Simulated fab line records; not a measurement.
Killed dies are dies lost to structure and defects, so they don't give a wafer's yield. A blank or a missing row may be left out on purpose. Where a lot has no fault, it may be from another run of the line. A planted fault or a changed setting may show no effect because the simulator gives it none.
Matching of chambers	flow n5 finfet	3 sister chambers for N5_BEOL_M2_PECVD_72 on pecvd-01
The step deposits SiO2 from TEOS/O2, target thk 16 nm, time 18 s. 3 wafers are shown with their chamber, then 7 later ones without.

## EACH WAFER AND ITS CHAMBER
wafer	chamber	throttle valve pct (%)
L080.4	1	26.2
L083.1	0	24.2
L083.2	2	22.0

## WAFERS WITH NO CHAMBER GIVEN
wafer	throttle valve pct (%)
L083.3	26.2
L088.1	21.9
L088.2	26.5
L088.4	22.1
L093.4	22.2
L093.5	26.3
L093.6	23.7

## WHICH CHAMBER EACH WENT THROUGH
wafer	from the rows above	in truth
L083.3	1	1
L088.1	2	2
L088.2	1	1
L088.4	2	2
L093.4	2	2
L093.5	1	1
L093.6	0	0
7 of 7 placed correctly. Can't be placed from these rows: 0. 0 placed wrongly.
How it was worked out, from the rows above alone: a wafer's distance from a chamber is the root of the sum, over the readings, of the square of ((its reading less the chamber's mean) divided by the reading's scatter). The wafer belongs to the nearest chamber; if the next one is less than 2 further off, it can't be placed. Each chamber's mean is taken over the wafers shown for it. The scatter (one wafer shown for each chamber): square how far every hidden wafer sits from the nearest shown wafer, average those squares and take the square root.
